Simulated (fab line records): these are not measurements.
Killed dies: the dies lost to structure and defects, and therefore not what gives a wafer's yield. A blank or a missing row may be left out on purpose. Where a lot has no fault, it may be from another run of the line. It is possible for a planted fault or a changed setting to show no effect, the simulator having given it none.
fab line records ; flow nandHarc
[record] lots = 13; wafers = 39; lastDay = 25
route steps=1159 shown A_CONTACT@862 THIN_TSV@1148 END@1158
lots that met no fault: from a run of the same line without faults
startH: start of the lot's first displayed wafer, in hours after the record's first day ; waitH: hours from the lot's prior step to this one ; " the same as in the row above ; L1.1+2: several wafers, shown together as one row ; - no value, or no start was given ; * or withheld: withheld ; < > ~ a bound
route shown NAME@n: a module of which the file shows steps, and the number in the route of the first ; usual: average and standard deviation across the fault-free wafers ; same: alike in all rows ; chamber/n: place in a boat ; sites: each site's reading ; _std_site: standard deviation across them ; _edge_site: inner sites' mean taken away from outer sites' mean ; radiusMm: for every site, how far away it sits from the centre of the wafer ; mask NAME#n: copy n ; behind: the last tool/chamber to shape the wafer ; hold: what put the lot on hold/how long, in hours/how the hold closed ; device: the n, p or np transistor that did not switch ; end of line: the tests these same wafers got at the end of their route ; a step without rows: its recipe alone ; killed: count of dies lost to structure and defects at first sort (not the wafer's yield) ; map: shows each die of a wafer: x if killed, . if not, _ if none is there
set.NAME: setting as actually run; set.NAME@STEP: the setting as run at that earlier step ; model.NAME: the simulator's own value behind a step, which no gauge read
route steps across a sampled set of lots; one table per step, one row per wafer
[[steps]]
[step NHARC_A_CONTACT_ETCH_111]
[recipe] sourceW = withheld; pressureMtorr = 20; biasV = withheld; timeS = 140; targetDepthA = 7000; arFlowSccm = withheld; c4f8FlowSccm = withheld; o2FlowSccm = withheld; chemistry = C4F8/O2/Ar
[same] timeS = 140
lot.wafer;tool;chamber;startH;waitH;rfHoursCounterH
L767.3;harCapEtch-01;0;357.34;-;-
L767.5;harCapEtch-01;1;357.34;-;-
L767.6;harCapEtch-01;0;357.34;-;-
L768.2;harCapEtch-01;1;367.66;-;56
L768.3;harCapEtch-01;1;367.66;-;-
L768.5;harCapEtch-01;1;367.66;-;-
L770.2;harCapEtch-03;1;369.82;-;83
L770.3;harCapEtch-03;0;369.82;-;-
L770.5;harCapEtch-03;0;369.82;-;-
L769.2;harCapEtch-03;1;378.30;-;85
L769.6;harCapEtch-03;0;378.30;-;-
L769.5;harCapEtch-03;1;378.30;-;-
L772.1;harCapEtch-03;1;396.70;-;87
L772.4;harCapEtch-03;1;396.70;-;-
L772.6;harCapEtch-03;1;396.70;-;-
L776.2;harCapEtch-03;0;426.47;-;90
L776.1;harCapEtch-03;1;426.47;-;90
L776.5;harCapEtch-03;1;426.47;-;-
L781.1;harCapEtch-02;0;441.98;-;19
L781.2;harCapEtch-02;1;441.98;-;19
L781.4;harCapEtch-02;0;441.98;-;-
L785.1;harCapEtch-01;1;476.73;-;77
L785.3;harCapEtch-01;0;476.73;-;-
L785.4;harCapEtch-01;1;476.73;-;-
L784.2;harCapEtch-01;0;480.38;-;78
L784.1;harCapEtch-01;1;480.38;-;78
L784.3;harCapEtch-01;1;480.38;-;-
L788.2;harCapEtch-03;1;501.57;-;103
L788.6;harCapEtch-03;0;501.57;-;-
L788.5;harCapEtch-03;1;501.57;-;-
L790.1;harCapEtch-02;1;502.90;-;32
L790.2;harCapEtch-02;0;502.90;-;32
L790.5;harCapEtch-02;0;502.90;-;-
L787.2;harCapEtch-01;0;506.05;-;80
L787.4;harCapEtch-01;1;506.05;-;-
L787.6;harCapEtch-01;1;506.05;-;-
L789.1;harCapEtch-01;1;511.80;-;82
L789.6;harCapEtch-01;0;511.80;-;-
L789.5;harCapEtch-01;1;511.80;-;-
[step NHARC_THIN_TSV_CD_MEAS_33]
[recipe] targetCdNm = 5000; landingEnergyEv = 500
[usual] cdNm = 5000.0/1.5
lot.wafer;tool;chamber;startH;waitH;cdNm
L767.3;cdSem-01;0;432.90;-;5002.2
L767.5;cdSem-01;0;432.90;-;5002.7
L767.6;cdSem-01;0;432.90;-;5000.9
L768.2;cdSem-01;0;435.43;-;5000.9
L768.3;cdSem-01;0;435.43;-;5001.2
L768.5;cdSem-01;0;435.43;-;4999.0
L770.2;cdSem-03;0;436.61;-;4998.3
L770.3;cdSem-03;0;436.61;-;5000.1
L770.5;cdSem-03;0;436.61;-;4998.9
L769.2;cdSem-01;0;440.05;-;5000.4
L769.5;cdSem-01;0;440.05;-;4998.8
L769.6;cdSem-01;0;440.05;-;5000.8
L772.1;cdSem-02;0;468.16;-;5001.0
L772.4;cdSem-02;0;468.16;-;5001.1
L772.6;cdSem-02;0;468.16;-;4999.2
L776.1;cdSem-02;0;487.06;-;4999.0
L776.2;cdSem-02;0;487.06;-;4998.3
L776.5;cdSem-02;0;487.06;-;4997.8
L781.1;cdSem-01;0;507.61;-;4999.9
L781.2;cdSem-01;0;507.61;-;4998.1
L781.4;cdSem-01;0;507.61;-;5000.7
L784.1;cdSem-02;0;547.56;-;5002.6
L784.2;cdSem-02;0;547.56;-;5001.4
L784.3;cdSem-02;0;547.56;-;5002.2
L785.1;cdSem-02;0;548.47;-;5003.2
L785.3;cdSem-02;0;548.47;-;5000.8
L785.4;cdSem-02;0;548.47;-;5000.8
L788.2;cdSem-02;0;556.01;-;5000.4
L788.5;cdSem-02;0;556.01;-;5000.2
L788.6;cdSem-02;0;556.01;-;5001.3
L790.1;cdSem-02;0;557.33;-;5000.3
L790.2;cdSem-02;0;557.33;-;5000.0
L790.5;cdSem-02;0;557.33;-;5001.0
L787.2;cdSem-01;0;571.59;-;5000.6
L787.4;cdSem-01;0;571.59;-;4999.4
L787.6;cdSem-01;0;571.59;-;4999.6
L789.1;cdSem-01;0;575.82;-;4999.3
L789.5;cdSem-01;0;575.82;-;5002.2
L789.6;cdSem-01;0;575.82;-;5001.7
[step NHARC_THIN_TSV_CD_MEAS_37]
[usual] cdNm = 4999.8/2.3
lot.wafer;tool;chamber;startH;waitH;cdNm
L767.3;cdSem-03;-;434.88;-;5002.2
L767.5;cdSem-03;-;434.88;-;5002.6
L767.6;cdSem-03;-;434.88;-;5001.7
L768.2;cdSem-02;-;436.88;-;5002.4
L768.3;cdSem-02;-;436.88;-;5004.7
L768.5;cdSem-02;-;436.88;-;5000.0
L770.2;cdSem-01;-;438.06;-;4999.3
L770.3;cdSem-01;-;438.06;-;4999.9
L770.5;cdSem-01;-;438.06;-;4999.1
L769.2;cdSem-03;-;441.50;-;5001.5
L769.5;cdSem-03;-;441.50;-;4999.1
L769.6;cdSem-03;-;441.50;-;5000.3
L772.1;cdSem-02;-;469.61;-;5001.8
L772.4;cdSem-02;-;469.61;-;5000.0
L772.6;cdSem-02;-;469.61;-;4999.8
L776.1;cdSem-03;-;489.13;-;4998.8
L776.2;cdSem-03;-;489.13;-;4998.0
L776.5;cdSem-03;-;489.13;-;4997.9
L781.1;cdSem-01;-;510.23;-;4998.6
L781.2;cdSem-01;-;510.23;-;4998.4
L781.4;cdSem-01;-;510.23;-;4998.6
L784.1;cdSem-02;-;549.25;-;5000.1
L784.2;cdSem-02;-;549.25;-;4997.4
L784.3;cdSem-02;-;549.25;-;5000.1
L785.1;cdSem-02;-;549.95;-;5001.2
L785.3;cdSem-02;-;549.95;-;4997.8
L785.4;cdSem-02;-;549.95;-;4999.2
L788.2;cdSem-01;-;557.45;-;5003.1
L788.5;cdSem-01;-;557.45;-;5002.6
L788.6;cdSem-01;-;557.45;-;5000.5
L790.1;cdSem-01;-;558.78;-;4998.3
L790.2;cdSem-01;-;558.78;-;5000.0
L790.5;cdSem-01;-;558.78;-;5001.6
L787.2;cdSem-03;-;573.26;-;5001.1
L787.4;cdSem-03;-;573.26;-;4997.9
L787.6;cdSem-03;-;573.26;-;4999.8
L789.1;cdSem-01;-;577.26;-;5002.8
L789.5;cdSem-01;-;577.26;-;5003.8
L789.6;cdSem-01;-;577.26;-;5002.7
[step NHARC_END_WLT_00]
[usual] VT_DECK1_BOTTOM = 0.873/0.0073; VT_DECK1_BOTTOM_INNER = 0.873/0.0069; VT_DECK1_MEDIAN_NEAR_BOTTOM = 0.875/0.007; VT_DECK1_MEDIAN_NEAR_BOTTOM_INNER = 0.874/0.0066; VT_DECK1_MIDDLE = 0.886/0.0068; VT_DECK1_MIDDLE_INNER = 0.886/0.0065; VT_DECK1_TOP = 0.896/0.0061; VT_DECK1_TOP_INNER = 0.896/0.0069
lot.wafer;tool;chamber;startH;waitH;VT_DECK1_BOTTOM;VT_DECK1_BOTTOM_INNER;VT_DECK1_MEDIAN_NEAR_BOTTOM;VT_DECK1_MEDIAN_NEAR_BOTTOM_INNER;VT_DECK1_MIDDLE;VT_DECK1_MIDDLE_INNER;VT_DECK1_TOP;VT_DECK1_TOP_INNER
L768.2;prober-02;-;446.25;4.9;0.873;0.875;0.871;0.877;0.890;0.889;0.900;0.905
L768.3;prober-02;-;446.25;4.9;0.875;0.869;0.876;0.877;0.881;0.890;0.898;0.904
L768.5;prober-02;-;447.76;6.4;0.865;0.872;0.880;0.875;0.888;0.890;0.906;0.908
L767.3;prober-01;-;446.72;8.8;0.869;0.876;0.875;0.876;0.883;0.885;0.898;0.889
L767.5;prober-01;-;447.74;9.8;0.866;0.875;0.877;0.880;0.893;0.893;0.898;0.907
L767.6;prober-01;-;447.74;9.8;0.886;0.888;0.889;0.876;0.889;0.893;0.895;0.894
L770.2;prober-01;-;454.04;12.7;0.878;0.872;0.886;0.879;0.896;0.895;0.900;0.899
L770.3;prober-01;-;454.04;12.7;0.880;0.882;0.879;0.876;0.885;0.892;0.902;0.903
L770.5;prober-01;-;455.57;14.2;0.878;0.886;0.881;0.886;0.890;0.884;0.898;0.913
L769.2;prober-02;-;454.17;6.4;0.876;0.874;0.872;0.872;0.880;0.878;0.887;0.889
L769.5;prober-02;-;455.65;7.9;0.867;0.872;0.867;0.870;0.880;0.879;0.893;0.886
L769.6;prober-02;-;455.65;7.9;0.869;0.866;0.873;0.867;0.880;0.875;0.883;0.894
L772.1;prober-01;-;474.09;0.0;0.871;0.872;0.875;0.873;0.883;0.888;0.901;0.900
L772.4;prober-01;-;475.59;1.5;0.874;0.882;0.867;0.877;0.889;0.889;0.902;0.893
L772.6;prober-01;-;475.59;1.5;0.869;0.868;0.864;0.865;0.888;0.880;0.891;0.895
L776.1;prober-01;-;491.77;0.0;0.871;0.865;0.859;0.864;0.878;0.875;0.878;0.886
L776.2;prober-01;-;491.77;0.0;0.863;0.851;0.868;0.869;0.874;0.877;0.880;0.883
L776.5;prober-01;-;493.79;2.1;0.866;0.864;0.861;0.858;0.868;0.877;0.886;0.883
L781.1;prober-01;-;514.50;0.0;0.886;0.883;0.878;0.887;0.889;0.896;0.898;0.902
L781.2;prober-01;-;514.50;0.0;0.883;0.878;0.886;0.884;0.890;0.886;0.896;0.906
L781.4;prober-01;-;516.02;1.6;0.890;0.888;0.894;0.887;0.891;0.891;0.904;0.900
L784.1;prober-02;-;553.76;0.1;0.878;0.881;0.879;0.882;0.883;0.885;0.909;0.897
L784.2;prober-02;-;553.76;0.1;0.869;0.877;0.877;0.866;0.883;0.890;0.895;0.900
L784.3;prober-02;-;553.76;0.1;0.880;0.872;0.874;0.883;0.885;0.902;0.900;0.902
L785.1;prober-01;-;556.72;3.0;0.888;0.881;0.875;0.882;0.893;0.896;0.900;0.891
L785.3;prober-01;-;556.72;3.0;0.875;0.882;0.889;0.876;0.897;0.885;0.900;0.908
L785.4;prober-01;-;556.72;3.0;0.876;0.878;0.885;0.875;0.899;0.890;0.897;0.899
L788.2;prober-02;-;562.24;0.6;0.873;0.880;0.877;0.879;0.883;0.884;0.898;0.902
L788.5;prober-02;-;563.77;2.1;0.873;0.875;0.875;0.865;0.879;0.884;0.895;0.892
L788.6;prober-02;-;563.77;2.1;0.877;0.870;0.883;0.871;0.895;0.880;0.898;0.889
L790.1;prober-01;-;564.45;2.8;0.882;0.879;0.885;0.881;0.894;0.891;0.905;0.899
L790.2;prober-01;-;564.45;2.8;0.870;0.878;0.884;0.869;0.891;0.892;0.901;0.892
L790.5;prober-01;-;566.47;4.8;0.875;0.881;0.877;0.873;0.896;0.880;0.898;0.897
L787.2;prober-02;-;578.26;0.6;0.878;0.870;0.880;0.880;0.884;0.879;0.888;0.895
L787.4;prober-02;-;579.26;1.6;0.877;0.874;0.869;0.872;0.881;0.883;0.890;0.894
L787.6;prober-02;-;580.26;2.6;0.880;0.869;0.879;0.878;0.891;0.895;0.896;0.901
L789.1;prober-01;-;581.75;0.0;0.877;0.883;0.877;0.871;0.876;0.890;0.888;0.891
L789.5;prober-01;-;583.77;2.1;0.871;0.871;0.879;0.879;0.889;0.875;0.889;0.891
L789.6;prober-01;-;583.77;2.1;0.872;0.867;0.863;0.869;0.883;0.881;0.891;0.893
[step NHARC_END_SORT_01]
[recipe] tempC = 25
[usual] killedAtArray = 28/8.9; killedAtOther = 0.8/1.2; killedAtPeriphery = 3.3/2.3; killedDies = 32/9.4; killedOpen = 3.2/1.8; killedShort = 1.9/1.4
[same] grossDies = 677
lot.wafer;tool;chamber;startH;waitH;killedAtArray;killedAtOther;killedAtPeriphery;killedDies;killedOpen;killedShort
L768.2;prober-02;0;449.58;2.8;11;0;3;14;4;3
L768.3;prober-02;0;450.40;3.1;10;0;1;11;1;2
L768.5;prober-02;0;452.04;3.8;16;0;1;17;1;5
L767.3;prober-01;0;450.35;3.1;19;1;1;21;3;0
L767.5;prober-01;0;451.94;3.7;19;0;5;24;3;0
L767.6;prober-01;0;452.74;4.0;19;0;5;24;4;1
L770.2;prober-01;0;457.36;2.8;32;1;2;35;9;1
L770.3;prober-01;0;458.15;3.1;30;1;4;35;5;4
L770.5;prober-01;0;459.71;3.6;30;0;0;30;1;0
L769.2;prober-02;0;457.44;2.8;17;1;6;24;8;5
L769.5;prober-02;0;459.83;3.7;14;0;2;16;3;1
L769.6;prober-02;0;460.63;4.0;14;0;2;16;1;1
L772.1;prober-01;0;477.08;2.5;97;0;1;98;1;1
L772.4;prober-01;0;479.45;3.4;88;0;2;90;1;1
L772.6;prober-01;0;481.03;4.0;102;0;2;104;2;2
L776.1;prober-01;0;494.80;2.5;98;3;1;102;1;2
L776.2;prober-01;0;495.61;2.8;21;2;0;23;2;1
L776.5;prober-01;0;498.05;3.8;91;0;1;92;3;1
L781.1;prober-01;0;517.53;2.5;35;0;1;36;4;3
L781.2;prober-01;0;518.32;2.8;24;2;4;30;5;2
L781.4;prober-01;0;519.91;3.4;33;1;2;36;4;5
L784.1;prober-02;0;556.73;2.5;28;0;10;38;1;2
L784.2;prober-02;0;557.53;2.8;35;0;2;37;5;0
L784.3;prober-02;0;558.34;3.1;32;0;4;36;3;0
L785.1;prober-01;0;559.67;2.5;37;1;2;40;4;4
L785.3;prober-01;0;561.26;3.1;32;0;1;33;2;1
L785.4;prober-01;0;562.06;3.4;43;1;2;46;3;5
L788.2;prober-02;0;565.58;2.8;36;0;8;44;2;1
L788.5;prober-02;0;567.96;3.7;37;1;6;44;7;4
L788.6;prober-02;0;568.76;4.0;36;0;4;40;1;1
L790.1;prober-01;0;567.48;2.5;26;0;3;29;5;0
L790.2;prober-01;0;568.28;2.8;30;0;2;32;4;1
L790.5;prober-01;0;570.66;3.7;29;0;2;31;1;5
L787.2;prober-02;0;581.56;2.8;35;0;2;37;1;3
L787.4;prober-02;0;583.17;3.4;43;0;2;45;6;2
L787.6;prober-02;0;584.77;4.0;34;0;2;36;2;0
L789.1;prober-01;0;584.78;2.5;22;0;4;26;4;3
L789.5;prober-01;0;588.02;3.7;19;0;5;24;3;3
L789.6;prober-01;0;588.83;4.1;23;1;6;30;1;2
// killed by level:class
L768.2 P_CONTACT:geometricParticle:open=2 A_CHANNEL_HOLE_D1:chamberFilmFlake=2 A_SLIT:unspecified=2 P_M0:geometricParticle:short=1 A_WL_FILL:geometricParticle:short=1 A_CONTACT:geometricParticle:open=1 A_BLC:geometricParticle:open=1 A_M0:geometricParticle:short=1
L767.3 A_SLIT:chamberFilmFlake=10 A_CHANNEL_FILL_D1:chamberFilmFlake=2 A_CHANNEL_HOLE_D1:geometricParticle:open=1 A_CHANNEL_FILL_D1:geometricParticle:open=1 A_BLC:geometricParticle:open=1 P_STI:chamberFilmFlake=1 A_CHANNEL_HOLE_D1:chamberFilmFlake=1 A_WL_FILL:chamberFilmFlake=1
L768.3 A_CHANNEL_HOLE_D1:chamberFilmFlake=3 A_SLIT:chamberFilmFlake=2 A_ONON_D1:geometricParticle:short=1 A_WL_FILL:geometricParticle:short=1 A_CONTACT:geometricParticle:open=1 P_ZERO_WELL:chamberFilmFlake=1 A_STAIRCASE:chamberFilmFlake=1 A_SLIT:unspecified=1
L767.5 A_SLIT:chamberFilmFlake=13 A_CHANNEL_FILL_D1:chamberFilmFlake=3 A_WL_FILL:chamberFilmFlake=3 P_CONTACT:geometricParticle:open=2 P_M1:geometricParticle:open=1 P_STI:chamberFilmFlake=1 P_M1:chamberFilmFlake=1
L768.5 A_STAIRCASE:chamberFilmFlake=4 A_WL_FILL:geometricParticle:short=3 A_CHANNEL_FILL_D1:chamberFilmFlake=3 P_CONTACT:geometricParticle:short=1 A_ONON_D1:geometricParticle:open=1 A_SLIT:geometricParticle:short=1 A_CHANNEL_HOLE_D1:chamberFilmFlake=1 A_SLIT:unspecified=1
L767.6 A_SLIT:chamberFilmFlake=10 P_M1:chamberFilmFlake=2 A_CONTACT:chamberFilmFlake=2 P_M0:geometricParticle:open=1 A_CHANNEL_FILL_D1:geometricParticle:open=1 A_CONTACT:geometricParticle:open=1 A_CONTACT:geometricParticle:short=1 A_M0:geometricParticle:open=1
L770.2 A_CHANNEL_HOLE_D1:chamberFilmFlake=12 A_CONTACT:chamberFilmFlake=5 A_CHANNEL_FILL_D1:geometricParticle:open=3 A_SLIT:chamberFilmFlake=3 A_BLC:geometricParticle:open=2 A_STAIRCASE:chamberFilmFlake=2 P_M0:geometricParticle:open=1 P_M1:geometricParticle:open=1
L769.2 A_STAIRCASE:chamberFilmFlake=3 A_CONTACT:geometricParticle:open=2 A_BLC:geometricParticle:short=2 A_CHANNEL_HOLE_D1:chamberFilmFlake=2 P_CONTACT:geometricParticle:open=1 P_M0:geometricParticle:open=1 P_M0:geometricParticle:short=1 A_CHANNEL_FILL_D1:geometricParticle:short=1
L770.3 A_CHANNEL_HOLE_D1:chamberFilmFlake=11 A_SLIT:chamberFilmFlake=9 A_CONTACT:chamberFilmFlake=3 P_GATE:geometricParticle:short=1 P_CONTACT:geometricParticle:open=1 P_M0:geometricParticle:open=1 A_ONON_D1:geometricParticle:open=1 A_STAIRCASE:geometricParticle:short=1
L770.5 A_CHANNEL_HOLE_D1:chamberFilmFlake=16 A_SLIT:chamberFilmFlake=10 A_CONTACT:chamberFilmFlake=2 A_WL_FILL:geometricParticle:open=1 A_WL_FILL:chamberFilmFlake=1
L769.5 A_STAIRCASE:chamberFilmFlake=3 A_CONTACT:chamberFilmFlake=3 P_GATE:chamberFilmFlake=2 A_BONDPAD:chamberFilmFlake=2 A_SOURCE_PLATE:geometricParticle:open=1 A_SGD_CUT:geometricParticle:short=1 A_CONTACT:geometricParticle:open=1 A_BLC:geometricParticle:open=1
L769.6 A_CONTACT:chamberFilmFlake=5 A_BONDPAD:chamberFilmFlake=3 A_CHANNEL_HOLE_D1:chamberFilmFlake=2 A_STAIRCASE:chamberFilmFlake=2 P_CONTACT:geometricParticle:open=1 A_WL_FILL:geometricParticle:short=1 P_GATE:chamberFilmFlake=1 A_SLIT:chamberFilmFlake=1
L772.1 A_CONTACT:unspecified=81 A_CHANNEL_HOLE_D1:chamberFilmFlake=6 A_SLIT:chamberFilmFlake=5 A_CONTACT:chamberFilmFlake=2 A_CONTACT:geometricParticle:open=1 A_M1:geometricParticle:short=1 P_ZERO_WELL:chamberFilmFlake=1 A_STAIRCASE:chamberFilmFlake=1
L772.4 A_CONTACT:unspecified=73 A_SLIT:chamberFilmFlake=10 A_BLC:geometricParticle:open=1 A_BONDPAD:geometricParticle:short=1 P_ZERO_WELL:chamberFilmFlake=1 P_GATE:chamberFilmFlake=1 A_ZERO_WELL:chamberFilmFlake=1 A_CHANNEL_HOLE_D1:chamberFilmFlake=1
L772.6 A_CONTACT:unspecified=84 A_SLIT:chamberFilmFlake=8 P_ZERO_WELL:chamberFilmFlake=2 A_CHANNEL_HOLE_D1:chamberFilmFlake=2 A_ONON_D1:geometricParticle:short=1 A_CHANNEL_HOLE_D1:geometricParticle:open=1 A_WL_FILL:geometricParticle:short=1 A_M0:geometricParticle:open=1
L776.1 A_CONTACT:unspecified=79 A_WL_FILL:chamberFilmFlake=6 A_STAIRCASE:chamberFilmFlake=3 THIN_TSV:chamberFilmFlake=3 A_ZERO_WELL:chamberFilmFlake=2 A_CHANNEL_HOLE_D1:chamberFilmFlake=2 A_CONTACT:chamberFilmFlake=2 A_CHANNEL_HOLE_D1:geometricParticle:short=1
L776.2 A_CHANNEL_HOLE_D1:chamberFilmFlake=7 A_STAIRCASE:chamberFilmFlake=4 A_WL_FILL:chamberFilmFlake=4 A_CONTACT:chamberFilmFlake=3 THIN_TSV:chamberFilmFlake=2 A_CHANNEL_HOLE_D1:geometricParticle:open=1 A_M0:geometricParticle:short=1 A_M0:geometricParticle:open=1
L776.5 A_CONTACT:unspecified=78 A_CHANNEL_HOLE_D1:chamberFilmFlake=5 A_STAIRCASE:chamberFilmFlake=3 P_CONTACT:geometricParticle:open=1 A_ONON_D1:geometricParticle:short=1 A_CHANNEL_FILL_D1:geometricParticle:open=1 A_BLC:geometricParticle:open=1 A_CHANNEL_FILL_D1:chamberFilmFlake=1
L781.1 A_CHANNEL_HOLE_D1:chamberFilmFlake=19 A_STAIRCASE:chamberFilmFlake=6 A_CONTACT:chamberFilmFlake=3 A_ONON_D1:geometricParticle:short=2 A_CONTACT:geometricParticle:open=2 A_SOURCE_PLATE:geometricParticle:open=1 A_CHANNEL_FILL_D1:geometricParticle:short=1 A_STAIRCASE:geometricParticle:open=1
L781.2 A_CHANNEL_HOLE_D1:chamberFilmFlake=12 A_STAIRCASE:chamberFilmFlake=3 A_CHANNEL_FILL_D1:geometricParticle:open=2 A_CONTACT:chamberFilmFlake=2 THIN_TSV:chamberFilmFlake=2 P_CONTACT:geometricParticle:short=1 P_CONTACT:geometricParticle:open=1 A_SOURCE_PLATE:geometricParticle:open=1
L781.4 A_CHANNEL_HOLE_D1:chamberFilmFlake=21 A_STAIRCASE:chamberFilmFlake=5 A_ONON_D1:geometricParticle:open=2 A_CHANNEL_FILL_D1:geometricParticle:short=2 P_CONTACT:geometricParticle:short=1 A_CHANNEL_HOLE_D1:geometricParticle:open=1 A_WL_FILL:geometricParticle:short=1 A_WL_FILL:geometricParticle:open=1
L784.1 A_CHANNEL_HOLE_D1:chamberFilmFlake=20 P_GATE:chamberFilmFlake=6 A_CONTACT:chamberFilmFlake=5 A_STAIRCASE:chamberFilmFlake=2 P_CONTACT:geometricParticle:short=1 P_M0:geometricParticle:short=1 A_CONTACT:geometricParticle:open=1 P_M1:chamberFilmFlake=1
L784.2 A_CHANNEL_HOLE_D1:chamberFilmFlake=17 A_CONTACT:chamberFilmFlake=9 A_STAIRCASE:chamberFilmFlake=4 A_M0:geometricParticle:open=2 P_M1:chamberFilmFlake=2 A_CHANNEL_HOLE_D1:geometricParticle:open=1 A_CHANNEL_FILL_D1:geometricParticle:open=1 A_SGD_CUT:geometricParticle:open=1
L784.3 A_CHANNEL_HOLE_D1:chamberFilmFlake=15 A_CONTACT:chamberFilmFlake=11 P_M1:chamberFilmFlake=2 A_STAIRCASE:chamberFilmFlake=2 P_GATE:geometricParticle:open=1 A_BLC:geometricParticle:open=1 A_M0:geometricParticle:open=1 P_ZERO_WELL:chamberFilmFlake=1
L785.1 A_CHANNEL_HOLE_D1:chamberFilmFlake=8 A_SLIT:chamberFilmFlake=8 A_STAIRCASE:chamberFilmFlake=7 A_CONTACT:chamberFilmFlake=3 A_M0:chamberFilmFlake=3 A_SOURCE_PLATE:geometricParticle:short=2 A_SOURCE_PLATE:geometricParticle:open=1 A_SGD_CUT:geometricParticle:short=1
L785.3 A_SLIT:chamberFilmFlake=19 A_CHANNEL_HOLE_D1:chamberFilmFlake=5 A_STAIRCASE:chamberFilmFlake=3 A_CONTACT:chamberFilmFlake=2 P_CONTACT:geometricParticle:open=1 A_WL_FILL:geometricParticle:open=1 A_M0:geometricParticle:short=1 A_M0:chamberFilmFlake=1
L785.4 A_SLIT:chamberFilmFlake=17 A_CHANNEL_HOLE_D1:chamberFilmFlake=11 A_STAIRCASE:chamberFilmFlake=3 A_CONTACT:chamberFilmFlake=3 A_SOURCE_PLATE:geometricParticle:short=2 A_M0:chamberFilmFlake=2 P_CONTACT:geometricParticle:short=1 A_SOURCE_PLATE:geometricParticle:open=1
L788.2 A_CHANNEL_HOLE_D1:chamberFilmFlake=20 A_STAIRCASE:chamberFilmFlake=9 P_ZERO_WELL:chamberFilmFlake=4 A_CONTACT:chamberFilmFlake=4 A_CONTACT:geometricParticle:open=2 P_GATE:chamberFilmFlake=2 P_ZERO_WELL:geometricParticle:short=1 P_STI:chamberFilmFlake=1
L790.1 A_SLIT:chamberFilmFlake=14 A_CHANNEL_HOLE_D1:chamberFilmFlake=6 A_CONTACT:geometricParticle:open=2 P_GATE:geometricParticle:open=1 A_ONON_D1:geometricParticle:open=1 A_CHANNEL_FILL_D1:geometricParticle:open=1 P_GATE:chamberFilmFlake=1 P_BONDPAD:chamberFilmFlake=1
L788.5 A_CHANNEL_HOLE_D1:chamberFilmFlake=19 A_STAIRCASE:chamberFilmFlake=8 P_CONTACT:geometricParticle:open=2 A_WL_FILL:geometricParticle:short=2 A_CONTACT:geometricParticle:open=2 P_ZERO_WELL:chamberFilmFlake=2 P_STI:geometricParticle:open=1 A_ONON_D1:geometricParticle:short=1
L790.2 A_SLIT:chamberFilmFlake=18 A_CHANNEL_HOLE_D1:chamberFilmFlake=3 A_CONTACT:geometricParticle:open=2 A_CHANNEL_FILL_D1:chamberFilmFlake=2 A_WL_FILL:geometricParticle:open=1 A_BLC:geometricParticle:short=1 A_M0:geometricParticle:open=1 P_GATE:chamberFilmFlake=1
L788.6 A_CHANNEL_HOLE_D1:chamberFilmFlake=24 A_CONTACT:chamberFilmFlake=5 A_STAIRCASE:chamberFilmFlake=3 P_ZERO_WELL:chamberFilmFlake=2 A_WL_FILL:chamberFilmFlake=2 P_CONTACT:geometricParticle:open=1 A_WL_FILL:geometricParticle:short=1 P_M2:chamberFilmFlake=1
L790.5 A_SLIT:chamberFilmFlake=16 A_CHANNEL_HOLE_D1:chamberFilmFlake=4 A_CONTACT:chamberFilmFlake=3 P_STI:geometricParticle:short=1 A_ONON_D1:geometricParticle:short=1 A_ONON_D1:geometricParticle:open=1 A_CHANNEL_FILL_D1:geometricParticle:short=1 A_CONTACT:geometricParticle:short=1
L787.2 A_SLIT:chamberFilmFlake=18 A_CHANNEL_HOLE_D1:chamberFilmFlake=7 A_CONTACT:chamberFilmFlake=5 A_BLC:chamberFilmFlake=2 P_CONTACT:geometricParticle:short=1 A_SGD_CUT:geometricParticle:short=1 A_M0:geometricParticle:open=1 A_M1:geometricParticle:short=1
L787.4 A_SLIT:chamberFilmFlake=16 A_CONTACT:chamberFilmFlake=9 A_BLC:chamberFilmFlake=5 A_CHANNEL_HOLE_D1:chamberFilmFlake=4 A_ONON_D1:geometricParticle:short=2 A_CONTACT:geometricParticle:open=2 A_BLC:geometricParticle:open=2 A_SGD_CUT:geometricParticle:open=1
L787.6 A_SLIT:chamberFilmFlake=15 A_CHANNEL_HOLE_D1:chamberFilmFlake=6 A_CONTACT:chamberFilmFlake=5 A_BLC:chamberFilmFlake=5 A_ONON_D1:geometricParticle:open=2 P_STI:chamberFilmFlake=1 P_GATE:chamberFilmFlake=1 A_STAIRCASE:chamberFilmFlake=1
L789.1 A_CHANNEL_HOLE_D1:chamberFilmFlake=6 A_SGD_CUT:chamberFilmFlake=5 A_CONTACT:chamberFilmFlake=4 A_CONTACT:geometricParticle:open=2 P_STI:chamberFilmFlake=2 P_CONTACT:geometricParticle:open=1 P_M0:geometricParticle:short=1 A_SGD_CUT:geometricParticle:short=1
L789.5 A_CHANNEL_HOLE_D1:chamberFilmFlake=7 P_ZERO_WELL:chamberFilmFlake=3 A_WL_FILL:geometricParticle:short=2 A_M0:geometricParticle:open=2 A_SGD_CUT:chamberFilmFlake=2 A_CONTACT:chamberFilmFlake=2 A_SGD_CUT:geometricParticle:short=1 A_CONTACT:geometricParticle:open=1
L789.6 A_CHANNEL_HOLE_D1:chamberFilmFlake=12 P_STI:chamberFilmFlake=3 A_CONTACT:chamberFilmFlake=3 P_ZERO_WELL:chamberFilmFlake=2 A_SGD_CUT:chamberFilmFlake=2 A_CHANNEL_FILL_D1:geometricParticle:short=1 A_WL_FILL:geometricParticle:open=1 A_M0:geometricParticle:short=1
[[key]]
[firstSign] step = NHARC_END_SORT_01; reading = killedAtArray; direction = up; sigmas = 7.5; usual = 28; struck = 95
[effect] step = NHARC_END_SORT_01; reading = killedDies; direction = up; sigmas = 6.9; usual = 32; struck = 97
[moreKillsBornAt] NHARC_A_CONTACT_ETCH_111@harCapEtch-03 = 384
metAt NHARC_A_CONTACT_ETCH_111
struckLots L772,L776
struckWafers L772.1,L772.4,L772.6,L776.1,L776.5
testerLeftOut L772,L776
notActingAt NHARC_THIN_TSV_CD_MEAS_33,NHARC_THIN_TSV_CD_MEAS_37,NHARC_END_WLT_00
onsetBetween 378.30 396.70
[fault] kind = chamberParticleSource; tool = harCapEtch-03; chamber = 1; onsetH = 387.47; steps = NHARC_A_CONTACT_ETCH_111; ratePerVisitCm2 = 0.55834; endH = 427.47
// testerLeftOut: of these lots the tester's yield and bins aren't shown, on N5 and GAA mostly nor the transistor test; their killed dies are dies lost to structure and defects alone, not to doping, threshold or leakage, so they don't give the yield
